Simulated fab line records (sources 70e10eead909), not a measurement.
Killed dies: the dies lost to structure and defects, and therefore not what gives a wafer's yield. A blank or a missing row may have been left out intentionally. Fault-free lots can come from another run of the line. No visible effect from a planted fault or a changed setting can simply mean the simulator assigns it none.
Tool commonality check ; flow nandHarc ; 1 lot, 3 wafers sampled

WHAT PROMPTED THE OPENING
At NHARC_END_SORT_01 the reading killedDies is flagged on 1 of 1 lot. Wafers without a fault read 62, standard deviation 18.
Rule: a lot is flagged in two cases, either no wafer of it has a number, or all its wafers with numbers fall more than 4 standard deviations from that mean. The other lots count as sound.

lot;measured;on;killedDies, wafer by wafer;flag
L664;day 30 11:17;prober-02;534 517 610;FLAGGED
The numbers of the flagged lots are 554 on average: +492 against the usual, or +27 standard deviations.

LOT BY LOT: THE TOOL USED
Before the reading, the record contains 4 process steps out of a 1302-step route. In each cell: the tool, then ch and the chambers that the sampled wafers went through, then the start.
lot;flag;NHARC_A_STAIRCASE_CVD_552;NHARC_THIN_TSV_DEP_47;NHARC_THIN_TSV_STRIP_62;NHARC_THIN_TSV_PRE_CLEAN_54
L664;FLAGGED;lpcvd-02 ch 0, day 23 13:15;no row;no row;no row
What is done by these steps:
- NHARC_A_STAIRCASE_CVD_552: deposits SiNx, target thk 40 nm.
- NHARC_THIN_TSV_DEP_47: deposits SiO2, target thk 200 nm.
- NHARC_THIN_TSV_STRIP_62: strips in N2/H2, time 20 s.
- NHARC_THIN_TSV_PRE_CLEAN_54: time 30 s.
- NHARC_END_SORT_01

FLAGGED OVER TOTAL, TOOL BY TOOL (the gauges that took the reading come last)
step;tool;lots run;flagged;share of the flagged lots;sound lots run after its first flagged lot
NHARC_A_STAIRCASE_CVD_552;lpcvd-02;1;1;all;0
NHARC_END_SORT_01;prober-02;1;1;all;0

THE TABLE: WHAT IT ALLOWS
In 2 table rows, all flagged lots were run: lpcvd-02 (NHARC_A_STAIRCASE_CVD_552), prober-02 (NHARC_END_SORT_01).
- lpcvd-02 at NHARC_A_STAIRCASE_CVD_552: 1 of its 1 lot flagged. With no sound lot run before its first flagged lot in this sample, there is nothing to narrow down the start.
- prober-02 at NHARC_END_SORT_01: 1 of its 1 lot flagged. With no sound lot run before its first flagged lot in this sample, there is nothing to narrow down the start.
These 2 tools cannot be told apart by counting lots, since each of them fits a fault that started at some hour. More lots, or a look at what each step does to the wafer, might.

WHAT HAD BEEN PUT IN BY THE SIMULATOR
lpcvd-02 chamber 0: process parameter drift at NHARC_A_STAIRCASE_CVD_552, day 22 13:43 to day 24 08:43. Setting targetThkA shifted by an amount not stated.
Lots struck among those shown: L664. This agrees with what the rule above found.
